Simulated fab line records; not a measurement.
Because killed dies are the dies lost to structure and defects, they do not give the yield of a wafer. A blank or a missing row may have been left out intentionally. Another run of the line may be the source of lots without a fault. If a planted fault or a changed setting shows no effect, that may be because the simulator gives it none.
Chamber matching ; flow n5 finfet ; 4 sister chambers for N5_BEOL_M5_STRIP_19 on rie diel-03
The step strips in O2. 24 wafers are shown with their chamber, then 12 later ones without.

## WAFERS WITH THEIR CHAMBER
wafer;chamber;drypump motor current A (A);throttle valve pct (%);showerhead plenum p Torr (Torr)
L074.1;0;5.6;16.1;2.04
L074.2;3;6.3;16.6;2.19
L074.5;2;6.3;16.4;2.06
L075.1;1;6.1;17.1;2.18
L075.2;2;6.3;16.4;2.06
L075.3;3;6.4;16.6;2.19
L077.4;3;6.3;16.6;2.18
L077.5;1;6.1;17.1;2.18
L077.6;2;6.3;16.4;2.06
L081.3;2;6.3;16.4;2.06
L081.5;2;6.3;16.4;2.06
L081.6;3;6.3;16.6;2.18
L082.1;3;6.3;16.6;2.18
L082.3;2;6.3;16.4;2.06
L082.5;2;6.3;16.4;2.06
L087.2;2;6.3;16.4;2.06
L087.3;0;5.6;16.1;2.03
L087.6;0;5.6;16.1;2.03
L090.1;2;6.3;16.5;2.05
L090.2;3;6.3;16.7;2.18
L090.6;0;5.6;16.1;2.03
L091.1;0;5.6;16.1;2.03
L091.4;3;6.3;16.7;2.18
L091.6;1;6.1;17.1;2.17

SIGNATURES (means of the wafers above)
reading;chamber 0;chamber 1;chamber 2;chamber 3;scatter within a chamber
drypump motor current A;5.600;6.100;6.300;6.314;0.0207
throttle valve pct;16.100;17.100;16.411;16.629;0.034
showerhead plenum p Torr;2.0320;2.1767;2.0589;2.1829;0.00435
Rule: a wafer lies at a distance from a chamber equal to the root of the sum of squares, over the readings, of (its reading less the chamber's mean, divided by the reading's scatter). If the next closest chamber is less than 2 further off than the closest, the wafer can't be placed; otherwise it belongs to the closest. The scatter: take each reading less its chamber's mean, square it, sum over the shown wafers, divide by the number of wafers less the number of chambers, and take the root.

## WAFERS MISSING THEIR CHAMBER
wafer;drypump motor current A (A);throttle valve pct (%);showerhead plenum p Torr (Torr)
L092.3;6.3;16.7;2.17
L092.4;5.6;16.1;2.03
L092.6;6.1;17.1;2.17
L093.1;6.3;16.7;2.17
L093.3;5.6;16.1;2.03
L093.4;6.1;17.1;2.17
L094.1;6.3;16.5;2.05
L094.5;6.3;16.7;2.17
L094.6;5.6;16.1;2.03
L095.2;6.3;16.5;2.05
L095.5;5.6;16.2;2.03
L095.6;6.3;16.7;2.17

## WHICH CHAMBER EACH WENT THROUGH
wafer;from the rows above;in truth
L092.3;3;3
L092.4;0;0
L092.6;1;1
L093.1;3;3
L093.3;0;0
L093.4;1;1
L094.1;2;2
L094.5;3;3
L094.6;0;0
L095.2;2;2
L095.5;0;0
L095.6;3;3
Placed correctly: 12 of 12. Can't be placed from these rows: 0. 0 placed wrongly.
